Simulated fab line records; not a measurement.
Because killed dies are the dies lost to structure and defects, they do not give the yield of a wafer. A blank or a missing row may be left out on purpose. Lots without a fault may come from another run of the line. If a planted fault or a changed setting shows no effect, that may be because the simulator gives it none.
fab line records -- flow n5_finfet -- part 1 of 2: steps 1 to 22 of 29
[record] lots = 5, wafers = 15, last_day = 17
route steps=1938 shown BEOL_M2@861
lots that met no fault: taken from a fault-free run of the same line
start_h: hours from the record's first day to the start of the lot's first wafer shown -- wait_h: hours elapsed since this lot's preceding step -- " unchanged from the row above -- L1.1+2: several wafers, shown together as one row -- - either no value or no given start -- * or withheld: withheld -- < > ~ a bound
route shown NAME@n: names a module that has steps shown in the file, with the first one's number in the route -- usual: average and standard deviation across the fault-free wafers -- same: alike in all rows -- chamber/n: place in a boat -- sites: per-site readings -- _std_site: the standard deviation of these -- _edge_site: mean of outer sites minus mean of inner sites -- radius_mm: how far each site lies from the wafer's centre -- mask NAME#n: copy n -- behind: the last tool/chamber to shape the wafer -- hold: reason for holding the lot/hours on hold/outcome of the hold -- device: which transistor (n, p or np) failed to switch -- end of line: tests run on the same wafers once the route is complete -- a step without rows: its recipe alone -- killed: the dies lost at the first sort to structure and to defects; this is not the yield of the wafer -- map: shows each die of a wafer: x if killed, . if not, _ if none is there
set.NAME: the setting that was run; set.NAME@STEP: the one run at that earlier step -- model.NAME: the simulator's own value behind a step, which no gauge read
lots at selected steps of the route; one table per step, one row per wafer
services: when a tool's chamber went out of use (start_h, in hours from the record's first day, below 0 if earlier), for how many hours, and the reason
[[steps]]
[step N5_BEOL_M2_STRIP_65]
[recipe] chemistry = N2/H2, temp_c = 40, n2_flow_sccm = 200, h2_flow_sccm = 200, rf_frequency_hz = 6e+07
lot.wafer,tool,chamber,start_h,wait_h
L082.1+3+4,rie_diel-05,"2,1,0",185.53,0.1
L084.2+4+6,rie_diel-01,"1,1,2",191.10,0.1
L089.2+5+6,rie_diel-06,"2,1,2",227.21,0.1
L092.1+3+6,rie_diel-05,"1,0,3",241.99,0.1
L096.1+4+6,rie_diel-06,"1,3,2",264.52,0.1
[step N5_BEOL_M2_STRIP_75]
[recipe] chemistry = N2/H2, temp_c = 40, n2_flow_sccm = 200, h2_flow_sccm = 200, rf_frequency_hz = 6e+07
lot.wafer,tool,chamber,start_h,wait_h
L082.1+3+4,rie_diel-05,"2,1,0",185.54,0.0
L084.2+4+6,rie_diel-01,"1,1,2",191.11,0.0
L089.2+5+6,rie_diel-06,"2,1,2",227.22,0.0
L092.1+3+6,rie_diel-05,"1,0,3",242.00,0.0
L096.1+4+6,rie_diel-06,"1,3,2",264.53,0.0
[step N5_BEOL_M2_STRIP_66]
[recipe] chemistry = CF4, resist = SiARC, power_w = 300, bias_power_w = 75, pressure_mtorr = 50, cf4_flow_sccm = 150, rf_frequency_hz = 6e+07
[usual] drypump_motor_current_A = 5.8/0.63, oes_product_au = 0.75/0.07, rf_vpp_V = 270.7/1.4, showerhead_plenum_p_Torr = 1.78/0.054, throttle_valve_pct = 13.62/0.23
lot.wafer,tool,chamber,start_h,wait_h,drypump_motor_current_A,oes_product_au,rf_hours_counter_h,rf_vpp_V,showerhead_plenum_p_Torr,throttle_valve_pct
L082.1,rie_diel-05,2,185.55,0.0,5.6,0.76,140,271.9,1.80,13.56
L082.3,rie_diel-05,1,185.55,0.0,6.0,0.82,69,270.2,1.74,13.55
L082.4,rie_diel-05,0,185.55,0.0,5.3,0.68,228,272.0,1.85,13.77
L084.2,rie_diel-01,1,191.12,0.0,5.3,0.72,180,271.1,1.78,13.86
L084.4,rie_diel-01,1,191.12,0.0,5.3,0.73,-,269.9,1.78,13.86
L084.6,rie_diel-01,2,191.12,0.0,6.7,0.75,-,270.8,1.80,13.60
L089.2,rie_diel-06,2,227.23,0.0,5.3,0.80,82,270.7,1.74,13.27
L089.5,rie_diel-06,1,227.23,0.0,5.8,0.95,-,272.0,1.83,13.17
L089.6,rie_diel-06,2,227.23,0.0,5.3,0.80,-,270.9,1.74,13.28
L092.1,rie_diel-05,1,242.01,0.0,5.9,0.80,90,268.8,1.74,13.60
L092.3,rie_diel-05,0,242.01,0.0,5.3,0.66,247,273.5,1.85,13.82
L092.6,rie_diel-05,3,242.01,0.0,6.7,0.70,-,268.8,1.71,13.86
L096.1,rie_diel-06,1,264.54,0.0,5.8,0.90,19,270.6,1.82,13.20
L096.4,rie_diel-06,3,264.54,0.0,4.8,0.74,168,270.3,1.71,13.52
L096.6,rie_diel-06,2,264.54,0.0,5.3,0.80,-,270.6,1.74,13.29
[step N5_BEOL_M2_HM_OPEN_17]
[recipe] chemistry = Cl2/BCl3, target_depth_a = 200, overetch_a = 60, target = TiN, mask_material = SOC, ion_energy_ev = 150, pressure_mtorr = 10, icp_w = 1000, bias_w = 126, Cl2_flow_sccm = 53.25, bcl3_flow_sccm = 21.75, Ar_flow_sccm = 25
[usual] drypump_motor_current_A = 6.1/0.39, mfc_cl2_sccm = 53.24/0.17, oes_product_au = 0.63/0.081, throttle_valve_pct = 22.11/0.26
lot.wafer,tool,chamber,start_h,wait_h,drypump_motor_current_A,mfc_cl2_sccm,oes_product_au,rf_hours_counter_h,throttle_valve_pct
L082.1,rie_metal-01,0,185.60,0.0,6.3,53.32,0.58,97,22.24
L082.3,rie_metal-01,0,185.60,0.0,6.3,53.22,0.58,-,22.24
L082.4,rie_metal-01,1,185.60,0.0,6.3,53.47,0.72,-,21.72
L084.2,rie_metal-02,0,191.16,0.0,5.9,53.29,0.54,119,22.45
L084.4,rie_metal-02,0,191.16,0.0,5.9,53.31,0.54,-,22.47
L084.6,rie_metal-02,0,191.16,0.0,5.9,53.07,0.54,-,22.46
L089.2,rie_metal-01,0,227.27,0.0,6.2,53.23,0.57,100,22.27
L089.5,rie_metal-01,1,227.27,0.0,6.3,53.07,0.71,-,21.71
L089.6,rie_metal-01,0,227.27,0.0,6.2,53.29,0.57,-,22.22
L092.1,rie_metal-01,1,242.05,0.0,6.3,53.20,0.70,26,21.72
L092.3,rie_metal-01,0,242.05,0.0,6.2,53.45,0.57,-,22.24
L092.6,rie_metal-01,0,242.05,0.0,6.2,53.07,0.56,-,22.24
L096.1,rie_metal-02,0,264.58,0.0,5.9,53.19,0.84,1,22.10
L096.4,rie_metal-02,1,264.58,0.0,5.9,53.25,0.69,-,22.20
L096.6,rie_metal-02,1,264.58,0.0,5.9,53.26,0.70,-,22.19
[step N5_BEOL_M2_STRIP_19]
[recipe] chemistry = O2, power_w = 400, temp_c = 40, pressure_mtorr = 30, rf_frequency_hz = 6e+07, bias_power_w = 0, overash_fraction = 0.2, o2_flow_sccm = 225
[usual] drypump_motor_current_A = 5.9/0.61, oes_product_au = 0.77/0.088, rf_vpp_V = 3.7/0.44, showerhead_plenum_p_Torr = 2.08/0.072, throttle_valve_pct = 16.68/0.23
[same] overash_fraction = 0.2
lot.wafer,tool,chamber,start_h,wait_h,drypump_motor_current_A,oes_product_au,rf_hours_counter_h,rf_vpp_V,showerhead_plenum_p_Torr,throttle_valve_pct
L082.1,rie_diel-05,1,185.77,0.1,5.9,0.84,69,3.7,2.05,16.78
L082.3,rie_diel-05,0,185.77,0.1,5.2,0.68,228,4.0,2.17,16.83
L082.4,rie_diel-05,3,185.77,0.1,6.7,0.72,207,3.5,1.98,16.82
L084.2,rie_diel-01,2,191.27,0.1,6.7,0.75,173,3.7,2.11,16.72
L084.4,rie_diel-01,1,191.27,0.1,5.3,0.72,-,3.1,2.08,16.88
L084.6,rie_diel-01,2,191.27,0.1,6.7,0.75,-,3.4,2.11,16.71
L089.2,rie_diel-05,0,227.38,0.1,5.2,0.66,241,3.6,2.16,16.86
L089.5,rie_diel-05,1,227.38,0.1,5.9,0.81,-,3.9,2.05,16.80
L089.6,rie_diel-05,0,227.38,0.1,5.3,0.66,-,3.1,2.16,16.87
L092.1,rie_diel-06,0,242.16,0.1,6.4,0.71,180,3.8,2.01,16.95
L092.3,rie_diel-06,3,242.16,0.1,4.8,0.74,160,4.1,2.00,16.60
L092.6,rie_diel-06,3,242.16,0.1,4.8,0.74,-,3.9,2.00,16.60
L096.1,rie_diel-06,2,264.69,0.1,5.3,0.80,93,4.3,2.02,16.35
L096.4,rie_diel-06,3,264.69,0.1,4.8,0.73,168,3.4,2.00,16.61
L096.6,rie_diel-06,1,264.69,0.1,5.8,0.92,-,4.0,2.15,16.39
[step N5_BEOL_M2_CD_MEAS_18]
[recipe] pitch_nm = 36, target_cd_nm = 18
[usual] cd_nm = 18.1/0.33
lot.wafer,tool,chamber,start_h,wait_h,cd_nm
L082.1,cd_sem-02,-,185.84,0.0,17.6
L082.3,cd_sem-02,-,185.84,0.0,17.8
L082.4,cd_sem-02,-,185.84,0.0,17.3
L084.2,cd_sem-03,-,191.34,0.1,18.2
L084.4,cd_sem-03,-,191.34,0.1,18.2
L084.6,cd_sem-03,-,191.34,0.1,18.2
L089.2,cd_sem-01,-,227.45,0.1,17.9
L089.5,cd_sem-01,-,227.45,0.1,17.8
L089.6,cd_sem-01,-,227.45,0.1,17.9
L092.1,cd_sem-02,-,242.23,0.0,17.9
L092.3,cd_sem-02,-,242.23,0.0,18.1
L092.6,cd_sem-02,-,242.23,0.0,18.3
L096.1,cd_sem-02,-,264.76,0.0,17.7
L096.4,cd_sem-02,-,264.76,0.0,17.7
L096.6,cd_sem-02,-,264.76,0.0,17.5
[step N5_BEOL_M2_COAT_67]
[recipe] resist = SOC, temp_c = 250, time_s = 60, spin_rpm = 1500, resist_thk_nm = 60
[usual] dispense_pressure_kPa = 49.7/2.8
lot.wafer,tool,chamber,start_h,wait_h,dispense_pressure_kPa
L082.1,litho_track-03,0,185.87,0.0,52.7
L082.3,litho_track-03,0,185.87,0.0,52.7
L082.4,litho_track-03,0,185.87,0.0,52.7
L084.2,litho_track-03,0,191.37,0.0,52.7
L084.4,litho_track-03,0,191.37,0.0,52.7
L084.6,litho_track-03,0,191.37,0.0,52.7
L089.2,litho_track-02,0,227.49,0.0,46.3
L089.5,litho_track-02,0,227.49,0.0,46.2
L089.6,litho_track-02,0,227.49,0.0,46.1
L092.1,litho_track-03,0,242.27,0.0,52.7
L092.3,litho_track-03,0,242.27,0.0,52.7
L092.6,litho_track-03,0,242.27,0.0,52.7
L096.1,litho_track-02,0,264.80,0.0,46.2
L096.4,litho_track-02,0,264.80,0.0,46.2
L096.6,litho_track-02,0,264.80,0.0,46.2
[step N5_BEOL_M2_COAT_68]
[recipe] resist = SiARC, temp_c = 220, time_s = 60, spin_rpm = 1500, resist_thk_nm = 12
[usual] dispense_pressure_kPa = 49.7/2.8
lot.wafer,tool,chamber,start_h,wait_h,dispense_pressure_kPa
L082.1,litho_track-03,0,-,-,52.8
L082.3,litho_track-03,0,-,-,52.7
L082.4,litho_track-03,0,-,-,52.8
L084.2,litho_track-03,0,-,-,52.7
L084.4,litho_track-03,0,-,-,52.7
L084.6,litho_track-03,0,-,-,52.7
L089.2,litho_track-02,0,-,-,46.1
L089.5,litho_track-02,0,-,-,46.2
L089.6,litho_track-02,0,-,-,46.1
L092.1,litho_track-03,0,-,-,52.8
L092.3,litho_track-03,0,-,-,52.7
L092.6,litho_track-03,0,-,-,52.8
L096.1,litho_track-02,0,-,-,46.2
L096.4,litho_track-02,0,-,-,46.1
L096.6,litho_track-02,0,-,-,46.2
[step N5_BEOL_M2_COAT_76]
[recipe] resist = underlayer, temp_c = 205, time_s = 60, spin_rpm = 1500, resist_thk_nm = 5
[usual] dispense_pressure_kPa = 49.7/2.8
lot.wafer,tool,chamber,start_h,wait_h,dispense_pressure_kPa
L082.1,litho_track-03,0,-,-,52.8
L082.3,litho_track-03,0,-,-,52.7
L082.4,litho_track-03,0,-,-,52.8
L084.2,litho_track-03,0,-,-,52.8
L084.4,litho_track-03,0,-,-,52.7
L084.6,litho_track-03,0,-,-,52.8
L089.2,litho_track-02,0,-,-,46.2
L089.5,litho_track-02,0,-,-,46.2
L089.6,litho_track-02,0,-,-,46.3
L092.1,litho_track-03,0,-,-,52.8
L092.3,litho_track-03,0,-,-,52.8
L092.6,litho_track-03,0,-,-,52.8
L096.1,litho_track-02,0,-,-,46.3
L096.4,litho_track-02,0,-,-,46.3
L096.6,litho_track-02,0,-,-,46.2
[step N5_BEOL_M2_COAT_22]
[recipe] resist = CAR-EUV, spin_rpm = 1500, resist_thk_nm = 30
[usual] dispense_pressure_kPa = 49.7/2.8
lot.wafer,tool,chamber,start_h,wait_h,dispense_pressure_kPa
L082.1,litho_track-03,0,-,-,52.8
L082.3,litho_track-03,0,-,-,52.7
L082.4,litho_track-03,0,-,-,52.7
L084.2,litho_track-03,0,-,-,52.7
L084.4,litho_track-03,0,-,-,52.8
L084.6,litho_track-03,0,-,-,52.7
L089.2,litho_track-02,0,-,-,46.2
L089.5,litho_track-02,0,-,-,46.2
L089.6,litho_track-02,0,-,-,46.2
L092.1,litho_track-03,0,-,-,52.7
L092.3,litho_track-03,0,-,-,52.7
L092.6,litho_track-03,0,-,-,52.7
L096.1,litho_track-02,0,-,-,46.2
L096.4,litho_track-02,0,-,-,46.2
L096.6,litho_track-02,0,-,-,46.2
[step N5_BEOL_M2_EBR_24]
[recipe] solvent = PGMEA, ebr_width_mm = 1.5
lot.wafer,tool,chamber,start_h,wait_h
L082.1+3+4,litho_track-03,0,-,-
L084.2+4+6,litho_track-03,0,-,-
L089.2+5+6,litho_track-02,0,-,-
L092.1+3+6,litho_track-03,0,-,-
L096.1+4+6,litho_track-02,0,-,-
[step N5_BEOL_M2_SOFTBAKE_23]
[recipe] temp_c = 110, time_s = 60, resist = CAR-EUV
lot.wafer,tool,chamber,start_h,wait_h
L082.1+3+4,litho_track-03,0,-,-
L084.2+4+6,litho_track-03,0,-,-
L089.2+5+6,litho_track-02,0,-,-
L092.1+3+6,litho_track-03,0,-,-
L096.1+4+6,litho_track-02,0,-,-
[step N5_BEOL_M2_EXPOSE_25]
[recipe] mask_id = V1, na = 0.33, source_shape = quasar, sigma_inner = 0.2, sigma_outer = 0.8, polarization = unpolarized, defocus_nm = 5, dose_mj = 63
lot.wafer,tool,chamber,start_h,wait_h,mask
L082.1+3+4,euv_scanner-02,0,186.14,-,V1#0
L084.2+4+6,euv_scanner-02,0,191.64,-,V1#0
L089.2+5+6,euv_scanner-01,0,228.96,-,V1#0
L092.1+3+6,euv_scanner-02,0,242.40,-,V1#0
L096.1+4+6,euv_scanner-01,0,264.94,-,V1#0
[step N5_BEOL_M2_PEB_26]
[recipe] peb_temp_c = 100, peb_time_s = 60, resist = CAR-EUV
lot.wafer,tool,chamber,start_h,wait_h
L082.1+3+4,litho_track-03,0,186.21,0.1
L084.2+4+6,litho_track-03,0,191.71,0.1
L089.2+5+6,litho_track-03,0,229.03,0.1
L092.1+3+6,litho_track-05,0,242.49,0.1
L096.1+4+6,litho_track-02,0,265.02,0.1
[step N5_BEOL_M2_DEVELOP_27]
[recipe] develop_time_s = 30, developer = TMAH, resist = CAR-EUV, rinse_liquid = surfactant_rinse, dry = air_spin, dev_temp_c = 23
lot.wafer,tool,chamber,start_h,wait_h
L082.1+3+4,litho_track-03,0,-,-
L084.2+4+6,litho_track-03,0,-,-
L089.2+5+6,litho_track-03,0,-,-
L092.1+3+6,litho_track-05,0,-,-
L096.1+4+6,litho_track-02,0,-,-
[step N5_BEOL_M2_CD_MEAS_28]
[recipe] target_cd_nm = 26.2, landing_energy_ev = 500, detector = se_inlens, target_cd_y_nm = 24.1, polarity = opening
[usual] cd_nm = 26.24/0.28
lot.wafer,tool,chamber,start_h,wait_h,cd_nm
L082.1,cd_sem-03,0,186.28,-,25.63
L082.3,cd_sem-03,0,186.28,-,25.89
L082.4,cd_sem-03,0,186.28,-,26.02
L084.2,cd_sem-01,0,191.78,-,26.28
L084.4,cd_sem-01,0,191.78,-,26.32
L084.6,cd_sem-01,0,191.78,-,25.71
L089.2,cd_sem-03,0,229.10,-,26.49
L089.5,cd_sem-03,0,229.10,-,26.29
L089.6,cd_sem-03,0,229.10,-,26.13
L092.1,cd_sem-01,0,242.56,-,26.57
L092.3,cd_sem-01,0,242.56,-,26.93
L092.6,cd_sem-01,0,242.56,-,26.20
L096.1,cd_sem-02,0,265.09,-,25.96
L096.4,cd_sem-02,0,265.09,-,26.36
L096.6,cd_sem-02,0,265.09,-,26.08
[step N5_BEOL_M2_OVL_MEAS_29]
[recipe] points_per_wafer = 522
[usual] V1_OVL = -0.2/0.57
lot.wafer,tool,chamber,start_h,wait_h,V1_OVL[nm]
L082.1,overlay-02,0,186.31,0.0,0.2
L082.3,overlay-02,0,186.31,0.0,-0.1
L082.4,overlay-02,0,186.31,0.0,-0.3
L084.2,overlay-02,0,191.82,0.0,0.1
L084.4,overlay-02,0,191.82,0.0,0.7
L084.6,overlay-02,0,191.82,0.0,0.2
L089.2,overlay-01,0,229.13,0.0,0.2
L089.5,overlay-01,0,229.13,0.0,0.2
L089.6,overlay-01,0,229.13,0.0,-0.9
L092.1,overlay-01,0,242.59,0.0,0.0
L092.3,overlay-01,0,242.59,0.0,0.2
L092.6,overlay-01,0,242.59,0.0,1.0
L096.1,overlay-02,0,265.12,0.0,0.6
L096.4,overlay-02,0,265.12,0.0,-0.5
L096.6,overlay-02,0,265.12,0.0,0.2
[step N5_BEOL_M2_INSPECT_30]
[recipe] mode = adi, inspect_instrument = brightfield
[usual] raw_defect_count = 423/97
lot.wafer,tool,chamber,start_h,wait_h,raw_defect_count
L082.1,defect_inspect-01,-,186.37,0.1,294
L082.3,defect_inspect-01,-,186.37,0.1,252
L082.4,defect_inspect-01,-,186.37,0.1,331
L084.2,defect_inspect-01,-,191.87,0.0,492
L084.4,defect_inspect-01,-,191.87,0.0,425
L084.6,defect_inspect-01,-,191.87,0.0,406
L089.2,defect_inspect-01,-,229.19,0.0,417
L089.5,defect_inspect-01,-,229.19,0.0,481
L089.6,defect_inspect-01,-,229.19,0.0,428
L092.1,defect_inspect-01,-,242.65,0.1,378
L092.3,defect_inspect-01,-,242.65,0.1,459
L092.6,defect_inspect-01,-,242.65,0.1,530
L096.1,defect_inspect-02,-,265.17,0.1,463
L096.4,defect_inspect-02,-,265.17,0.1,405
L096.6,defect_inspect-02,-,265.17,0.1,375
[step N5_BEOL_M2_DESCUM_33]
[recipe] chemistry = O2, time_s = 7, source_power_w = 50, bias_power_w = 20, pressure_mtorr = 20, rf_frequency_hz = 2.712e+07, temp_c = 40, resist = CAR-EUV, o2_flow_sccm = 225
[usual] drypump_motor_current_A = 5.8/0.63, oes_product_au = 0.78/0.091, rf_vpp_V = 242.8/1.4, showerhead_plenum_p_Torr = 2.07/0.074, throttle_valve_pct = 20.42/0.24
lot.wafer,tool,chamber,start_h,wait_h,drypump_motor_current_A,oes_product_au,rf_hours_counter_h,rf_vpp_V,showerhead_plenum_p_Torr,throttle_valve_pct
L082.1,rie_diel-01,1,186.42,0.0,5.3,0.72,178,244.5,2.07,20.65
L082.3,rie_diel-01,0,186.42,0.0,6.2,0.99,4,245.8,2.23,19.92
L082.4,rie_diel-01,0,186.42,0.0,6.2,0.98,-,244.9,2.23,19.92
L084.2,rie_diel-01,0,191.90,0.0,6.2,0.98,6,246.3,2.23,19.90
L084.4,rie_diel-01,1,191.90,0.0,5.3,0.71,-,242.3,2.07,20.64
L084.6,rie_diel-01,0,191.90,0.0,6.2,0.99,-,245.8,2.23,19.92
L089.2,rie_diel-01,0,229.24,0.1,6.2,0.93,25,245.0,2.22,19.96
L089.5,rie_diel-01,1,229.24,0.1,5.2,0.71,-,242.0,2.07,20.66
L089.6,rie_diel-01,2,229.24,0.1,6.7,0.74,-,243.5,2.10,20.49
L092.1,rie_diel-06,3,242.68,0.0,4.8,0.74,160,242.5,2.00,20.31
L092.3,rie_diel-06,1,242.68,0.0,5.8,0.94,10,245.0,2.15,20.19
L092.6,rie_diel-06,1,242.68,0.0,5.8,0.94,-,244.2,2.15,20.16
L096.1,rie_diel-06,0,265.21,0.0,6.4,0.71,189,242.4,2.00,20.71
L096.4,rie_diel-06,3,265.21,0.0,4.8,0.73,169,241.6,1.99,20.32
L096.6,rie_diel-06,2,265.21,0.0,5.4,0.80,-,243.3,2.01,20.09
[step N5_BEOL_M2_ETCH_77]
[recipe] chemistry = N2/H2, target = underlayer, target_depth_a = 65, mask_material = CAR-EUV, time_s = 5.2, ion_energy_ev = 200, pressure_mtorr = 30, source_w = 840, bias_w = 150, n2_flow_sccm = 200, h2_flow_sccm = 200, ends = cleared
[usual] drypump_motor_current_A = 5.8/0.64, etch_rf_on_time_s = 5.23/0.13, oes_product_au = 0.67/0.078, rf_vpp_V = 523.0/2.5, showerhead_plenum_p_Torr = 2.52/0.087, throttle_valve_pct = 17.87/0.2
lot.wafer,tool,chamber,start_h,wait_h,drypump_motor_current_A,etch_rf_on_time_s,oes_product_au,rf_hours_counter_h,rf_vpp_V,showerhead_plenum_p_Torr,throttle_valve_pct
L082.1,rie_diel-01,1,186.45,0.0,5.3,5.24,0.62,178,521.5,2.53,18.08
L082.3,rie_diel-01,0,186.45,0.0,6.2,4.98,0.85,4,526.9,2.72,17.56
L082.4,rie_diel-01,0,186.45,0.0,6.2,5.10,0.85,-,528.8,2.72,17.59
L084.2,rie_diel-01,0,191.94,0.0,6.2,5.06,0.84,6,526.9,2.72,17.55
L084.4,rie_diel-01,1,191.94,0.0,5.3,5.26,0.62,-,521.3,2.53,18.06
L084.6,rie_diel-01,0,191.94,0.0,6.2,5.03,0.85,-,527.3,2.72,17.56
L089.2,rie_diel-01,0,229.28,0.0,6.2,5.10,0.80,25,530.3,2.72,17.60
L089.5,rie_diel-01,1,229.28,0.0,5.2,5.28,0.61,-,523.9,2.52,18.09
L089.6,rie_diel-01,2,229.28,0.0,6.7,5.31,0.63,-,523.5,2.53,17.84
L092.1,rie_diel-06,3,242.71,0.0,4.8,5.08,0.65,160,522.6,2.45,17.92
L092.3,rie_diel-06,1,242.71,0.0,5.8,5.30,0.78,10,523.9,2.61,17.61
L092.6,rie_diel-06,1,242.71,0.0,5.8,5.32,0.78,-,523.6,2.61,17.61
L096.1,rie_diel-06,0,265.24,0.0,6.4,5.38,0.61,189,520.2,2.43,18.06
L096.4,rie_diel-06,3,265.24,0.0,4.8,5.11,0.63,169,520.8,2.44,17.96
L096.6,rie_diel-06,2,265.24,0.0,5.3,5.33,0.67,-,521.2,2.46,17.64
[step N5_BEOL_M2_ETCH_69]
[recipe] chemistry = CF4, target = SiARC, target_depth_a = 156, mask_material = CAR-EUV, time_s = 26, ion_energy_ev = 80, pressure_mtorr = 40, source_w = 545, bias_w = 36, Ar_flow_sccm = 100, cf4_flow_sccm = 100, ends = cleared
[usual] drypump_motor_current_A = 5.8/0.63, etch_rf_on_time_s = 26.0/0.63, oes_product_au = 0.67/0.078, rf_vpp_V = 183.8/1.1, showerhead_plenum_p_Torr = 2.12/0.068, throttle_valve_pct = 15.58/0.24
lot.wafer,tool,chamber,start_h,wait_h,drypump_motor_current_A,etch_rf_on_time_s,oes_product_au,rf_hours_counter_h,rf_vpp_V,showerhead_plenum_p_Torr,throttle_valve_pct
L082.1,rie_diel-01,1,186.47,0.0,5.3,25.9,0.63,178,183.7,2.12,15.84
L082.3,rie_diel-01,0,186.47,0.0,6.2,25.2,0.85,4,185.4,2.27,15.07
L082.4,rie_diel-01,0,186.47,0.0,6.2,25.1,0.85,-,185.2,2.27,15.08
L084.2,rie_diel-01,0,191.96,0.0,6.2,25.3,0.84,6,185.1,2.27,15.08
L084.4,rie_diel-01,1,191.96,0.0,5.2,25.9,0.62,-,184.5,2.12,15.86
L084.6,rie_diel-01,0,191.96,0.0,6.2,25.0,0.85,-,186.2,2.27,15.08
L089.2,rie_diel-01,0,229.30,0.0,6.2,25.4,0.79,25,186.5,2.27,15.11
L089.5,rie_diel-01,1,229.30,0.0,5.3,25.9,0.62,-,184.5,2.12,15.87
L089.6,rie_diel-01,2,229.30,0.0,6.7,26.2,0.63,-,182.8,2.13,15.63
L092.1,rie_diel-06,3,242.73,0.0,4.8,25.4,0.64,160,183.3,2.05,15.53
L092.3,rie_diel-06,1,242.73,0.0,5.8,26.8,0.79,10,184.8,2.18,15.20
L092.6,rie_diel-06,1,242.73,0.0,5.8,26.7,0.79,-,185.1,2.18,15.21
L096.1,rie_diel-06,0,265.26,0.0,6.5,26.3,0.61,189,183.3,2.05,15.86
L096.4,rie_diel-06,3,265.26,0.0,4.8,25.2,0.64,169,183.8,2.04,15.57
L096.6,rie_diel-06,2,265.26,0.0,5.3,26.3,0.69,-,182.0,2.07,15.30
[step N5_BEOL_M2_ALD_98]
[recipe] material = SiO2, target_thk_a = 25, temp_c = 100, ald_precursor_family = BDEAS, ald_co_reactant = O2-plasma, pulse_time_s = 1, co_reactant_pulse_time_s = 1, purge_time_s = 2, co_reactant_purge_time_s = 2, ald_cycles = 17, pressure_torr = 2
[usual] heater_power_w = 74/8.5, precursor_pulse_height_rel = 1.001/0.02
[same] pulse_time_s = 1
lot.wafer,tool,chamber,start_h,wait_h,heater_power_w,precursor_pulse_height_rel
L082.1,ald_sin-01,1,186.55,0.1,77,1.008
L082.3,ald_sin-01,2,186.55,0.1,71,0.982
L082.4,ald_sin-01,3,186.55,0.1,74,1.030
L084.2,ald_sin-04,0,192.50,0.5,72,1.012
L084.4,ald_sin-04,3,192.50,0.5,62,1.013
L084.6,ald_sin-04,0,192.50,0.5,69,1.010
L089.2,ald_sin-01,3,229.38,0.1,76,1.004
L089.5,ald_sin-01,0,229.38,0.1,69,1.000
L089.6,ald_sin-01,1,229.38,0.1,76,0.964
L092.1,ald_sin-04,1,243.73,1.0,83,0.999
L092.3,ald_sin-04,3,243.73,1.0,61,0.999
L092.6,ald_sin-04,0,243.73,1.0,68,0.979
L096.1,ald_sin-01,3,265.34,0.1,76,0.983
L096.4,ald_sin-01,2,265.34,0.1,74,1.004
L096.6,ald_sin-01,0,265.34,0.1,68,0.994
